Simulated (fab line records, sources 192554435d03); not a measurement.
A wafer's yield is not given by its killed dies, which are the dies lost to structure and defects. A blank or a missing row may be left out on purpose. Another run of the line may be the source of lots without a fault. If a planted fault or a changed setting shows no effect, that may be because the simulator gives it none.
fab line records	flow n5Finfet	part 1 of 2: steps 1 to 24 of 30
[record] lots = 5	wafers = 15	lastDay = 17
route steps=1938 shown MOL_CONTACT_COAG@551
lots with no fault: from the same line, run without faults
startH: hours from the record's first day to the start of the lot's first wafer shown	waitH: hours since the lot's step before	" same as the row above	L1.1+2: one row covering several wafers at once	- value missing, or start not given	* or withheld: withheld	< > ~ a bound
route shown NAME@n: names a module that has steps shown in the file, with the first one's number in the route	usual: the fault-free wafers' mean and standard deviation	same: alike in all rows	chamber/n: place in a boat	sites: each site's reading	_std_site: the standard deviation of these	_edge_site: the outer-site mean with the inner-site mean subtracted	radiusMm: for every site, how far away it sits from the centre of the wafer	mask NAME#n: copy n	behind: the last tool/chamber to shape the wafer	hold: what put the lot on hold/how long, in hours/how the hold closed	device: the n, p or np transistor that did not switch	end of line: the tests these same wafers got at the end of their route	where a step has no rows: the recipe by itself	killed: the dies lost at the first sort to structure and to defects; this is not the yield of the wafer	map: dies across one wafer; x = killed, . = not, _ = none there
set.NAME: the run value of the setting; set.NAME@STEP: its run value at that earlier step	model.NAME: the simulator's own value behind a step, which no gauge read
a table for each step, a row for each wafer; lots at some steps of the route
services: the hour from which a tool's chamber was out of use, counted from the record's first day as startH (under 0 if before that day), plus the number of hours and why
[[steps]]
[step N5_MOL_CONTACT_COAG_SPUTTER_130]
[recipe] material = Co	targetThkA = 475	tempC = 25	chamberPressurePa = 0.5	powerW = 3000
[usual] throttleValvePct = 30.1/0.96
lot.wafer	tool	chamber	startH	waitH	throttleValvePct
L081.1	pvdSputter-02	-	143.77	0.0	30.7
L081.2	"	-	"	"	28.1
L081.6	"	-	"	"	28.9
L089.2	pvdSputter-02	-	182.90	0.0	30.4
L089.5	"	-	"	"	28.9
L089.6	"	-	"	"	30.4
L092.1	pvdSputter-03	-	206.16	0.0	30.5
L092.3	"	-	"	"	32.0
L092.5	"	-	"	"	31.9
L094.3	pvdSputter-03	-	213.26	0.0	31.9
L094.4	"	-	"	"	29.8
L094.5	"	-	"	"	29.6
L096.2	pvdSputter-02	-	228.56	0.0	30.7
L096.3	"	-	"	"	28.9
L096.5	"	-	"	"	28.2
[step N5_MOL_CONTACT_COAG_PRECLEAN_125]
[recipe] chemistry = DIW	timeS = 57.5	tempC = 23
lot.wafer	tool	chamber	startH	waitH
L081.1+2+6	wetBench-05	0,4,5	143.91	0.1
L089.2+5+6	wetBench-05	3,1,0	183.03	0.1
L092.1+3+5	wetBench-03	1,6,0	206.29	0.1
L094.3+4+5	wetBench-05	5,3,2	213.39	0.1
L096.2+3+5	wetBench-04	0,5,3	228.70	0.1
[step N5_MOL_CONTACT_COAG_SRD_126]
[recipe] dryTimeS = 32	dry = n2Spin	spinRpm = 1500
[same] dryTimeS = 32
lot.wafer	tool	chamber	startH	waitH
L081.1+2+6	wetBench-05	0,4,5	143.93	0.0
L089.2+5+6	wetBench-05	3,1,0	183.05	0.0
L092.1+3+5	wetBench-03	1,6,0	206.31	0.0
L094.3+4+5	wetBench-05	5,3,2	213.41	0.0
L096.2+3+5	wetBench-04	0,5,3	228.71	0.0
[step N5_MOL_CONTACT_COAG_CMP_23]
[recipe] stopOn = SiO2	tOverpolishS = 1.5	postCmpClean = cuAlkaline	downForcePsi = 2	platenRpm = 50.289	padVelocityMS = 1.0006	targetThkNm = 0
[usual] motorCurrentA = 8.1/0.71	overpolishRunS = 1.499/0.0083	platenRpm = 50.29/0.032	timeToEndpointS = 9.7/2.1
lot.wafer	tool	chamber	startH	waitH	motorCurrentA	overpolishRunS	platenRpm	timeToEndpointS
L081.2	cmp-03	1	144.00	0.1	8.1	1.508	50.28	11.5
L081.1	"	2	"	"	7.6	1.501	50.28	12.1
L081.6	"	1	"	"	7.5	1.496	50.26	12.6
L089.2	cmp-01	2	183.16	0.1	7.7	1.488	50.27	11.5
L089.6	"	0	"	"	8.0	1.491	50.34	9.1
L089.5	"	1	"	"	6.7	1.494	50.25	8.4
L092.1	cmp-01	1	206.46	0.1	6.9	1.500	50.29	11.1
L092.3	"	2	"	"	7.5	1.505	50.33	10.5
L092.5	"	1	"	"	6.9	1.498	50.29	11.3
L094.3	cmp-02	0	213.44	0.0	9.2	1.499	50.31	9.9
L094.4	"	3	"	"	8.2	1.499	50.28	10.2
L094.5	"	0	"	"	9.5	1.492	50.30	11.6
L096.2	cmp-03	0	229.04	0.3	9.6	1.509	50.29	7.2
L096.3	"	1	"	"	8.2	1.495	50.28	11.5
L096.5	"	3	"	"	7.9	1.501	50.31	8.6
[step N5_MOL_CONTACT_COAG_WET_ETCH_26]
[recipe] target = Co	targetDepthNm = 13
lot.wafer	tool	chamber	startH	waitH
L081.1+2+6	wetBench-04	6,7,3	144.34	0.1
L089.2+5+6	wetBench-03	0,4,3	183.44	0.0
L092.1+3+5	wetBench-04	7,5,4	206.81	0.0
L094.3+4+5	wetBench-04	6,2,1	213.89	0.1
L096.2+3+5	wetBench-03	4,2,5	229.32	0.0
[step N5_MOL_CONTACT_COAG_WET_ETCH_116]
[recipe] chemistry = SC1-inhibited	targetDepthNm = 4.6	dry = ipaMarangoni	rinseTimeS = 30	rinseTempC = 23
[usual] rinseTempC = 23.00/0.11
lot.wafer	tool	chamber	startH	waitH	rinseTempC
L081.1	wetBench-04	6	144.49	0.0	22.93
L081.2	"	7	"	"	23.19
L081.6	"	3	"	"	22.99
L089.2	wetBench-03	0	183.59	0.0	23.15
L089.5	"	4	"	"	22.86
L089.6	"	3	"	"	22.82
L092.1	wetBench-04	7	206.96	0.0	22.92
L092.3	"	5	"	"	23.03
L092.5	"	4	"	"	23.09
L094.3	wetBench-04	6	214.04	0.0	22.92
L094.4	"	2	"	"	23.06
L094.5	"	1	"	"	22.93
L096.2	wetBench-03	4	229.47	0.0	23.08
L096.3	"	2	"	"	23.04
L096.5	"	5	"	"	23.11
[step N5_MOL_CONTACT_COAG_ALD_27]
[recipe] material = SiOC	targetThkA = 170	tempC = 400	aldPrecursorFamily = carbosiloxane	aldCoReactant = H2-plasma	pulseTimeS = 1.5	timeS = 2720	purgeTimeS = 2	coReactantPurgeTimeS = 2	aldCycles = 340	pressureTorr = 2
[usual] heaterPowerW = 850/72	precursorPulseHeightRel = 1.000/0.02
lot.wafer	tool	chamber	startH	waitH	heaterPowerW	precursorPulseHeightRel
L081.1	aldSin-03	1	144.87	0.1	890	0.965
L081.2	"	3	"	"	922	1.043
L081.6	"	1	"	"	914	1.013
L089.2	aldSin-03	0	184.62	0.7	743	0.978
L089.5	"	2	"	"	876	0.987
L089.6	"	3	"	"	922	1.010
L092.1	aldSin-04	3	207.28	0.0	787	1.001
L092.3	"	2	"	"	841	1.013
L092.5	"	2	"	"	860	0.985
L094.3	aldSin-03	3	214.38	0.1	931	1.023
L094.4	"	0	"	"	755	0.975
L094.5	"	1	"	"	906	0.980
L096.2	aldSin-04	1	229.79	0.0	905	0.983
L096.3	"	2	"	"	835	1.011
L096.5	"	3	"	"	813	1.027
[step N5_MOL_CONTACT_COAG_CMP_28]
[recipe] stopOn = SiNx	tOverpolishS = 0.85	postCmpClean = alkalineBrush	downForcePsi = 4.15	platenRpm = 51.8	padVelocityMS = 1.0307	targetThkNm = 14.522
[usual] motorCurrentA = 12.6/1.1	platenRpm = 51.80/0.033	timeToEndpointS = 4.7/2
lot.wafer	tool	chamber	startH	waitH	motorCurrentA	platenRpm	timeToEndpointS
L081.2	cmp-03	3	146.44	0.8	11.7	51.80	5.9
L081.1	"	0	"	"	13.5	51.92	6.9
L081.6	"	3	"	"	11.8	51.81	7.8
L089.2	cmp-03	2	186.30	0.9	11.7	51.80	2.6
L089.6	"	3	"	"	12.3	51.83	2.7
L089.5	"	0	"	"	14.0	51.80	0.0
L092.1	cmp-01	3	208.85	0.8	12.2	51.83	1.4
L092.3	"	0	"	"	12.3	51.75	5.6
L092.5	"	3	"	"	11.8	51.79	6.0
L094.4	cmp-03	3	215.95	0.8	12.1	51.80	3.0
L094.3	"	1	"	"	13.0	51.76	3.2
L094.5	"	3	"	"	12.0	51.83	3.7
L096.2	cmp-03	2	231.43	0.9	11.9	51.84	3.0
L096.3	"	3	"	"	12.1	51.81	3.7
L096.5	"	1	"	"	12.0	51.80	4.4
[step N5_MOL_CONTACT_COAG_THK_MEAS_29]
[recipe] reads = SiNx_of_GATE_CUT_PECVD_57+SiNx_of_GATE_CUT_SAC_CAP_01
[usual] MD_CAP_THK = 17.89/0.078
lot.wafer	tool	chamber	startH	waitH	MD_CAP_THK[nm]
L081.1	filmMetro-02	-	146.73	-	17.88
L081.2	"	-	"	"	17.88
L081.6	"	-	"	"	17.90
L089.2	filmMetro-01	-	186.48	-	17.87
L089.5	"	-	"	"	17.88
L089.6	"	-	"	"	17.97
L092.1	filmMetro-02	-	209.14	-	17.88
L092.3	"	-	"	"	17.86
L092.5	"	-	"	"	17.91
L094.3	filmMetro-01	-	216.25	-	17.93
L094.4	"	-	"	"	17.96
L094.5	"	-	"	"	17.96
L096.2	filmMetro-01	-	231.66	-	17.70
L096.3	"	-	"	"	17.85
L096.5	"	-	"	"	17.91
[step N5_MOL_CONTACT_COAG_ALD_123]
[recipe] material = SiNx	targetThkA = 50	tempC = 400	aldPrecursorFamily = SiH2I2	aldCoReactant = N2/H2-plasma	pulseTimeS = 1	purgeTimeS = 2	coReactantPurgeTimeS = 2	aldCycles = 100	pressureTorr = 2
[usual] heaterPowerW = 854/68	precursorPulseHeightRel = 1.001/0.02
lot.wafer	tool	chamber	startH	waitH	heaterPowerW	precursorPulseHeightRel
L081.1	aldSin-03	3	146.77	0.0	928	0.995
L081.2	"	2	"	"	871	1.004
L081.6	"	0	"	"	755	1.042
L089.2	aldSin-04	1	186.74	0.3	889	1.025
L089.5	"	0	"	"	822	0.990
L089.6	"	1	"	"	879	1.008
L092.1	aldSin-02	0	209.18	0.0	733	0.995
L092.3	"	1	"	"	956	0.981
L092.5	"	0	"	"	726	0.949
L094.3	aldSin-03	3	216.28	0.0	950	1.010
L094.4	"	2	"	"	878	0.966
L094.5	"	1	"	"	877	0.995
L096.2	aldSin-04	2	231.69	0.0	838	0.987
L096.3	"	3	"	"	805	1.012
L096.5	"	2	"	"	844	1.008
[step N5_MOL_CONTACT_COAG_PECVD_31]
[recipe] material = SiO2	targetThkA = 460	tempC = 400	precursor = TEOS/O2	pressureTorr = 6.5	rfW = withheld	teosFlowSccm = withheld	gas = O2	flowSccm = 2650	timeS = 8.9
lot.wafer	tool	chamber	startH	waitH
L081.1+2+6	pecvd-03	0,2,0	147.27	0.3
L089.2+5+6	pecvd-03	1,1,0	187.24	0.3
L092.1+3+5	pecvd-02	0,1,2	209.68	0.3
L094.3+4+5	pecvd-02	1,0,1	216.79	0.3
L096.2+3+5	pecvd-01	2,1,0	232.20	0.3
[step N5_MOL_CONTACT_COAG_COAT_75]
[recipe] resist = SOC	tempC = 250	timeS = 60	spinRpm = 1500	resistThkNm = 60
[usual] heaterPowerTotalW = 500.6/1.7	spinSpeedRpm = 1499.9/0.97
lot.wafer	tool	chamber	startH	waitH	heaterPowerTotalW	spinSpeedRpm
L081.1	lithoTrack-01	0	147.33	0.0	501.1	1500.2
L081.2	"	0	"	"	500.1	1500.5
L081.6	"	0	"	"	501.7	1499.1
L089.2	lithoTrack-01	0	187.30	0.0	502.6	1499.4
L089.5	"	0	"	"	500.8	1499.7
L089.6	"	0	"	"	500.5	1500.1
L092.1	lithoTrack-02	0	209.74	0.0	502.2	1501.8
L092.3	"	0	"	"	501.6	1499.2
L092.5	"	0	"	"	500.9	1498.4
L094.3	lithoTrack-02	0	216.85	0.0	499.3	1499.8
L094.4	"	0	"	"	503.4	1499.8
L094.5	"	0	"	"	499.7	1500.5
L096.2	lithoTrack-02	0	232.25	0.0	502.4	1500.1
L096.3	"	0	"	"	502.8	1499.6
L096.5	"	0	"	"	498.0	1499.4
[step N5_MOL_CONTACT_COAG_COAT_76]
[recipe] resist = SiARC	tempC = 220	timeS = 60	spinRpm = 1500	resistThkNm = 10
[usual] heaterPowerTotalW = 428.0/2.1	spinSpeedRpm = 1500.1/1.1
lot.wafer	tool	chamber	startH	waitH	heaterPowerTotalW	spinSpeedRpm
L081.1	lithoTrack-01	0	-	-	428.5	1498.8
L081.2	"	0	"	"	430.4	1499.8
L081.6	"	0	"	"	429.2	1500.1
L089.2	lithoTrack-01	0	-	-	427.4	1500.6
L089.5	"	0	"	"	427.6	1499.9
L089.6	"	0	"	"	425.3	1501.5
L092.1	lithoTrack-02	0	-	-	426.7	1502.5
L092.3	"	0	"	"	425.1	1499.6
L092.5	"	0	"	"	427.4	1501.7
L094.3	lithoTrack-02	0	-	-	430.6	1502.2
L094.4	"	0	"	"	426.6	1498.2
L094.5	"	0	"	"	429.5	1501.9
L096.2	lithoTrack-02	0	-	-	424.2	1498.4
L096.3	"	0	"	"	424.5	1500.3
L096.5	"	0	"	"	430.9	1497.2
[step N5_MOL_CONTACT_COAG_COAT_77]
[recipe] resist = underlayer	tempC = 205	timeS = 60	spinRpm = 1500	resistThkNm = 10
[usual] heaterPowerTotalW = 391.4/1.4	spinSpeedRpm = 1500.1/1
lot.wafer	tool	chamber	startH	waitH	heaterPowerTotalW	spinSpeedRpm
L081.1	lithoTrack-01	0	-	-	390.6	1501.0
L081.2	"	0	"	"	390.0	1500.6
L081.6	"	0	"	"	392.0	1501.4
L089.2	lithoTrack-01	0	-	-	390.8	1500.6
L089.5	"	0	"	"	390.7	1499.8
L089.6	"	0	"	"	392.0	1500.6
L092.1	lithoTrack-02	0	-	-	390.5	1500.0
L092.3	"	0	"	"	392.7	1501.6
L092.5	"	0	"	"	390.7	1501.2
L094.3	lithoTrack-02	0	-	-	389.6	1498.7
L094.4	"	0	"	"	393.3	1501.4
L094.5	"	0	"	"	391.0	1499.3
L096.2	lithoTrack-02	0	-	-	391.6	1499.0
L096.3	"	0	"	"	390.9	1501.4
L096.5	"	0	"	"	392.4	1500.3
[step N5_MOL_CONTACT_COAG_COAT_78]
[recipe] resist = CAR-EUV	spinRpm = 1500	resistThkNm = 40
[usual] spinSpeedRpm = 1500.2/0.93
lot.wafer	tool	chamber	startH	waitH	spinSpeedRpm
L081.1	lithoTrack-01	0	-	-	1501.3
L081.2	"	0	"	"	1499.9
L081.6	"	0	"	"	1501.3
L089.2	lithoTrack-01	0	-	-	1499.3
L089.5	"	0	"	"	1500.7
L089.6	"	0	"	"	1499.0
L092.1	lithoTrack-02	0	-	-	1499.2
L092.3	"	0	"	"	1499.8
L092.5	"	0	"	"	1499.5
L094.3	lithoTrack-02	0	-	-	1499.2
L094.4	"	0	"	"	1499.8
L094.5	"	0	"	"	1498.9
L096.2	lithoTrack-02	0	-	-	1500.1
L096.3	"	0	"	"	1499.9
L096.5	"	0	"	"	1501.2
[step N5_MOL_CONTACT_COAG_EBR_80]
[recipe] solvent = PGMEA	ebrWidthMm = 1.5
lot.wafer	tool	chamber	startH	waitH
L081.1+2+6	lithoTrack-01	0	-	-
L089.2+5+6	lithoTrack-01	0	-	-
L092.1+3+5	lithoTrack-02	0	-	-
L094.3+4+5	lithoTrack-02	0	-	-
L096.2+3+5	lithoTrack-02	0	-	-
[step N5_MOL_CONTACT_COAG_SOFTBAKE_79]
[recipe] tempC = 110	timeS = 60	resist = CAR-EUV
[usual] heaterPowerTotalW = 175.5/1.6
lot.wafer	tool	chamber	startH	waitH	heaterPowerTotalW
L081.1	lithoTrack-01	0	-	-	176.5
L081.2	"	0	"	"	176.3
L081.6	"	0	"	"	176.2
L089.2	lithoTrack-01	0	-	-	176.5
L089.5	"	0	"	"	177.3
L089.6	"	0	"	"	177.5
L092.1	lithoTrack-02	0	-	-	175.9
L092.3	"	0	"	"	175.4
L092.5	"	0	"	"	173.0
L094.3	lithoTrack-02	0	-	-	176.3
L094.4	"	0	"	"	175.2
L094.5	"	0	"	"	177.4
L096.2	lithoTrack-02	0	-	-	173.6
L096.3	"	0	"	"	175.6
L096.5	"	0	"	"	174.5
[step N5_MOL_CONTACT_COAG_EXPOSE_81]
[recipe] maskId = VG	na = 0.33	sourceShape = annular	sigmaInner = 0.3	sigmaOuter = 0.7	polarization = unpolarized	defocusNm = 0	doseMj = 59.5
lot.wafer	tool	chamber	startH	waitH	mask
L081.1+2+6	euvScanner-01	0	147.47	-	VG#0
L089.2+5+6	euvScanner-01	0	187.44	-	VG#0
L092.1+3+5	euvScanner-02	0	210.00	-	VG#0
L094.3+4+5	euvScanner-02	0	217.00	-	VG#0
L096.2+3+5	euvScanner-02	0	232.40	-	VG#0
[step N5_MOL_CONTACT_COAG_PEB_82]
[recipe] pebTempC = 100	pebTimeS = 60	resist = CAR-EUV
[usual] heaterPowerTotalW = 154.0/1.1
lot.wafer	tool	chamber	startH	waitH	heaterPowerTotalW
L081.1	lithoTrack-05	0	147.54	0.1	152.9
L081.2	"	0	"	"	153.5
L081.6	"	0	"	"	153.1
L089.2	lithoTrack-05	0	187.51	0.1	153.4
L089.5	"	0	"	"	152.7
L089.6	"	0	"	"	154.8
L092.1	lithoTrack-05	0	210.08	0.1	154.8
L092.3	"	0	"	"	155.4
L092.5	"	0	"	"	155.4
L094.3	lithoTrack-02	0	217.06	0.1	152.6
L094.4	"	0	"	"	153.0
L094.5	"	0	"	"	155.6
L096.2	lithoTrack-02	0	232.47	0.1	154.9
L096.3	"	0	"	"	153.1
L096.5	"	0	"	"	155.1
[step N5_MOL_CONTACT_COAG_DEVELOP_83]
[recipe] developTimeS = 30	developer = TMAH	resist = CAR-EUV	rinseLiquid = surfactantRinse	dry = airSpin	devTempC = 23
lot.wafer	tool	chamber	startH	waitH
L081.1+2+6	lithoTrack-05	0	-	-
L089.2+5+6	lithoTrack-05	0	-	-
L092.1+3+5	lithoTrack-05	0	-	-
L094.3+4+5	lithoTrack-02	0	-	-
L096.2+3+5	lithoTrack-02	0	-	-
[step N5_MOL_CONTACT_COAG_CD_MEAS_84]
[recipe] targetCdNm = 25.1	landingEnergyEv = 500	detector = seInlens	polarity = opening
[usual] cdNm = 25.12/0.25
lot.wafer	tool	chamber	startH	waitH	cdNm
L081.1	cdSem-02	0	147.61	-	25.34
L081.2	"	0	"	"	25.07
L081.6	"	0	"	"	24.75
L089.2	cdSem-01	0	187.58	-	25.25
L089.5	"	0	"	"	24.88
L089.6	"	0	"	"	25.09
L092.1	cdSem-03	0	210.15	-	25.17
L092.3	"	0	"	"	25.57
L092.5	"	0	"	"	24.92
L094.3	cdSem-02	0	217.13	-	25.35
L094.4	"	0	"	"	25.22
L094.5	"	0	"	"	25.25
L096.2	cdSem-03	0	232.53	-	24.79
L096.3	"	0	"	"	25.03
L096.5	"	0	"	"	24.79
[step N5_MOL_CONTACT_COAG_OVL_MEAS_85]
[recipe] pointsPerWafer = 522
[usual] VG_OVL = 0.0/0.6
lot.wafer	tool	chamber	startH	waitH	VG_OVL[nm]
L081.1	overlay-01	0	147.64	0.0	0.7
L081.2	"	0	"	"	-0.3
L081.6	"	0	"	"	0.0
L089.2	overlay-02	0	187.61	0.0	0.1
L089.5	"	0	"	"	-0.3
L089.6	"	0	"	"	-0.2
L092.1	overlay-02	0	210.18	0.0	-0.2
L092.3	"	0	"	"	1.4
L092.5	"	0	"	"	0.1
L094.3	overlay-02	0	217.17	0.0	-1.0
L094.4	"	0	"	"	-0.1
L094.5	"	0	"	"	-0.5
L096.2	overlay-02	0	232.57	0.0	0.0
L096.3	"	0	"	"	0.5
L096.5	"	0	"	"	0.4
[step N5_MOL_CONTACT_COAG_INSPECT_57]
[recipe] mode = adi	inspectInstrument = brightfield
[usual] rawDefectCount = 187/55
lot.wafer	tool	chamber	startH	waitH	rawDefectCount
L081.1	defectInspect-02	-	147.70	0.1	204
L081.2	"	-	"	"	151
L081.6	"	-	"	"	198
L089.2	defectInspect-02	-	187.67	0.0	212
L089.5	"	-	"	"	192
L089.6	"	-	"	"	156
L092.1	defectInspect-02	-	210.23	0.1	244
L092.3	"	-	"	"	193
L092.5	"	-	"	"	215
L094.3	defectInspect-01	-	217.21	0.0	184
L094.4	"	-	"	"	129
L094.5	"	-	"	"	191
L096.2	defectInspect-01	-	232.62	0.0	139
L096.3	"	-	"	"	270
L096.5	"	-	"	"	202
[step N5_MOL_CONTACT_COAG_DESCUM_88]
[recipe] chemistry = O2	timeS = 7	sourcePowerW = 50	biasPowerW = 20	pressureMtorr = 20	rfFrequencyHz = 2.712e+07	tempC = 40	resist = CAR-EUV	o2FlowSccm = 225
[usual] drypumpMotorCurrentA = 5.9/0.47	oesProductAu = 0.76/0.088	rfVppV = 243.0/1.2	showerheadPlenumPTorr = 2.07/0.063	throttleValvePct = 20.36/0.26
lot.wafer	tool	chamber	startH	waitH	drypumpMotorCurrentA	oesProductAu	rfHoursCounterH	rfVppV	showerheadPlenumPTorr	throttleValvePct
L081.1	rieDiel-03	0	147.73	0.0	5.3	0.73	177	244.7	2.09	20.48
L081.2	"	3	"	"	5.5	0.93	28	242.5	2.05	20.33
L081.6	"	3	"	"	5.5	0.92	-	241.9	2.05	20.36
L089.2	rieDiel-03	3	188.48	0.8	5.5	0.89	45	241.7	2.04	20.38
L089.5	"	3	"	"	5.5	0.89	-	242.2	2.04	20.37
L089.6	"	2	"	"	6.0	0.71	-	244.7	2.15	20.96
L092.1	rieDiel-04	3	210.27	0.0	6.0	0.79	133	241.9	2.01	20.17
L092.3	"	2	"	"	6.3	0.69	228	241.1	2.04	20.59
L092.5	"	0	"	"	6.6	0.69	-	242.8	2.17	20.26
L094.3	rieDiel-03	1	217.80	0.6	6.6	0.84	74	241.6	2.03	20.07
L094.4	"	2	"	"	6.0	0.69	238	243.1	2.15	20.96
L094.5	"	3	"	"	5.5	0.87	-	242.6	2.04	20.42
L096.2	rieDiel-04	0	232.87	0.2	6.6	0.69	222	246.0	2.17	20.30
L096.3	"	2	"	"	6.4	0.69	234	242.4	2.04	20.61
L096.5	"	0	"	"	6.6	0.69	-	244.2	2.17	20.29
